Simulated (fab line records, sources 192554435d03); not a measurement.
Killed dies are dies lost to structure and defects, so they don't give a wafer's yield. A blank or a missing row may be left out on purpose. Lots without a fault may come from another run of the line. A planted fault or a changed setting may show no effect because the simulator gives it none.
Which tool did it? | flow n5_finfet | 12 lots, 36 wafers sampled, at 5 steps of a route of 1938

WHAT THE GAUGES READ, wafer by wafer
N5_SDB_OVL_MEAS_12.
lot  | measured    | on         | SDB_OVL (nm)
L075 | day 4 07:37 | overlay-01 | 0.1 1.5 -0.2
L077 | day 4 13:12 | overlay-02 | 0.7 1.4 1.0
L079 | day 5 09:14 | overlay-02 | -1.6 -0.8 -1.3
L081 | day 5 15:25 | overlay-02 | -0.4 -1.1 -0.4
L083 | day 5 23:46 | overlay-01 | 1.0 0.7 0.6
L085 | day 6 09:25 | overlay-01 | -0.2 -0.7 0.2
L087 | day 7 03:21 | overlay-02 | 0.3 -0.8 -0.4
L089 | day 7 12:38 | overlay-02 | -1.1 0.4 -0.2
L091 | day 7 23:47 | overlay-02 | -0.3 0.0 0.4
L093 | day 8 13:20 | overlay-01 | 1.2 0.1 0.6
L095 | day 9 00:40 | overlay-01 | -0.8 -1.2 -0.7
L097 | day 9 15:49 | overlay-02 | 0.7 -0.9 -1.7

WHICH TOOL RAN EACH LOT (tool, then ch and the chambers of the sampled wafers, then the start)
lot  | N5_FIN_CUT_CUT_ETCH_15          | N5_SD_EPI_N_DESCUM_14             | N5_SD_EPI_N_ETCH_35               | N5_ILD0_CMP_12
L075 | rie_si-03 ch 1,2,3, day 2 10:11 | rie_diel-04 ch 0,2,3, day 3 11:35 | rie_diel-04 ch 0,2,3, day 3 11:49 | cmp-03 ch 0,1,2, day 4 07:01
L077 | rie_si-03 ch 1,2, day 2 23:17   | rie_diel-02 ch 0,1, day 3 20:34   | rie_diel-02 ch 0,1, day 3 20:39   | cmp-03 ch 0,3, day 4 12:24
L079 | rie_si-04 ch 0,2,3, day 3 09:54 | rie_diel-04 ch 0,2,3, day 4 09:02 | rie_diel-04 ch 0,2,3, day 4 09:08 | cmp-03 ch 0,2,3, day 5 08:29
L081 | rie_si-05 ch 1,2, day 3 21:31   | rie_diel-04 ch 1,2, day 4 20:33   | rie_diel-04 ch 1,2, day 4 20:38   | cmp-02 ch 0,1,3, day 5 14:38
L083 | rie_si-03 ch 0,1,2, day 4 10:06 | rie_diel-02 ch 1,3, day 5 07:19   | rie_diel-02 ch 1,3, day 5 07:25   | cmp-02 ch 0,2,3, day 5 23:06
L085 | rie_si-03 ch 0,1,2, day 4 21:31 | rie_diel-02 ch 1,2,3, day 5 17:32 | rie_diel-02 ch 1,2,3, day 5 17:38 | cmp-01 ch 0,2,3, day 6 08:42
L087 | rie_si-04 ch 0,2,3, day 5 09:46 | rie_diel-01 ch 0,1,3, day 6 09:46 | rie_diel-01 ch 0,1,3, day 6 09:52 | cmp-01 ch 1,2,3, day 7 02:33
L089 | rie_si-03 ch 1,3, day 5 21:56   | rie_diel-01 ch 0,2, day 6 17:46   | rie_diel-01 ch 0,2, day 6 17:51   | cmp-03 ch 0,2,3, day 7 11:49
L091 | rie_si-05 ch 1,2, day 6 10:04   | rie_diel-04 ch 0,1, day 7 07:02   | rie_diel-04 ch 0,1, day 7 07:07   | cmp-02 ch 2,3, day 7 22:56
L093 | rie_si-05 ch 1,2, day 6 21:35   | rie_diel-02 ch 1,2,3, day 7 19:01 | rie_diel-02 ch 1,2,3, day 7 19:07 | cmp-01 ch 0,1,3, day 8 12:37
L095 | rie_si-05 ch 0,1,2, day 7 11:24 | rie_diel-04 ch 0,1,2, day 8 07:55 | rie_diel-04 ch 0,1,2, day 8 08:00 | cmp-03 ch 0,2,3, day 8 23:59
L097 | rie_si-03 ch 1,2, day 8 02:05   | rie_diel-01 ch 1,2, day 8 23:33   | rie_diel-01 ch 1,2, day 8 23:38   | cmp-01 ch 0,1,3, day 9 14:59
- N5_FIN_CUT_CUT_ETCH_15: etches Si in HBr/Cl2/O2, target depth 100 nm, bt time 10 s, time 42.4 s.
- N5_SD_EPI_N_DESCUM_14: chemistry O2, time 7.9 s.
- N5_SD_EPI_N_ETCH_35: etches SOC in N2/H2, overetch 108 nm, time 486 s.
- N5_ILD0_CMP_12: polishes SiNx, stops on poly-Si, t overpolish 6 s, target thk 17.67 nm.

THE ANSWER, worked out from the rows above alone
Rule: what is usual is taken from the lots themselves. Put in order of their means at a reading, lots are off if they are a third of the lots or fewer, leave a main group of 4 or more, and stand apart from it by a gap of 3 or more times the standard deviation of the main group's means; of several such gaps the widest counts. A main group whose means are all the same, to the digits that the tables above print for the reading, isn't used. A lot without any number at a reading at which 4 lots or more have one is off too. The other lots that the step has rows for count as sound.
No lot is off at any reading shown: from this, nothing can be told.

WHAT THE SIMULATOR HAD PUT IN
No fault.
